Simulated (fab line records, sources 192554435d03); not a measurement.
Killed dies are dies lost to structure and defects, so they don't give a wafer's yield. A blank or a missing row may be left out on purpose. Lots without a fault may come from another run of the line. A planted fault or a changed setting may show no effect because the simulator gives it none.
Chamber matching | flow n5_finfet | N5_BEOL_M5_PECVD_70 on pecvd-04: 3 sister chambers
The step deposits SiO2 from TEOS/O2, target thk 16 nm, time 18 s. 6 wafers are shown with their chamber, then 8 later ones without.

WAFERS WITH THEIR CHAMBER
wafer  | chamber | throttle_valve_pct (%) | showerhead_plenum_p_Torr (Torr)
L080.6 | 0       | 22.5                   | 8.77
L081.5 | 2       | 22.7                   | 8.78
L084.1 | 1       | 26.2                   | 8.91
L084.2 | 2       | 22.7                   | 8.79
L084.6 | 1       | 26.1                   | 8.92
L087.1 | 0       | 22.9                   | 8.76

WAFERS WITHOUT THEIR CHAMBER
wafer  | throttle_valve_pct (%) | showerhead_plenum_p_Torr (Torr)
L087.3 | 26.3                   | 8.95
L087.6 | 23.0                   | 8.80
L091.3 | 22.5                   | 8.78
L091.5 | 22.8                   | 8.79
L091.6 | 26.2                   | 8.91
L092.3 | 22.9                   | 8.77
L092.4 | 22.8                   | 8.78
L092.6 | 26.3                   | 8.90

WHICH CHAMBER EACH WENT THROUGH
wafer  | from the rows above     | in truth
L087.3 | 1                       | 1
L087.6 | 2                       | 2
L091.3 | can't be placed: 2 or 0 | 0
L091.5 | 2                       | 2
L091.6 | 1                       | 1
L092.3 | can't be placed: 0 or 2 | 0
L092.4 | can't be placed: 2 or 0 | 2
L092.6 | 1                       | 1
Placed correctly: 5 of 8. Can't be placed from these rows: 3 (the true chamber is among the candidates in 3). Placed wrongly: 0.
How it was worked out, from the rows above alone: a wafer's distance from a chamber is the root of the sum, over the readings, of the square of ((its reading less the chamber's mean) divided by the reading's scatter). The wafer belongs to the nearest chamber; if the next one is less than 2 further off, it can't be placed. A chamber's mean is the mean of its shown wafers. The scatter: the root of (the sum of the squares of (reading less its chamber's mean) over the shown wafers, divided by (wafers less chambers)).
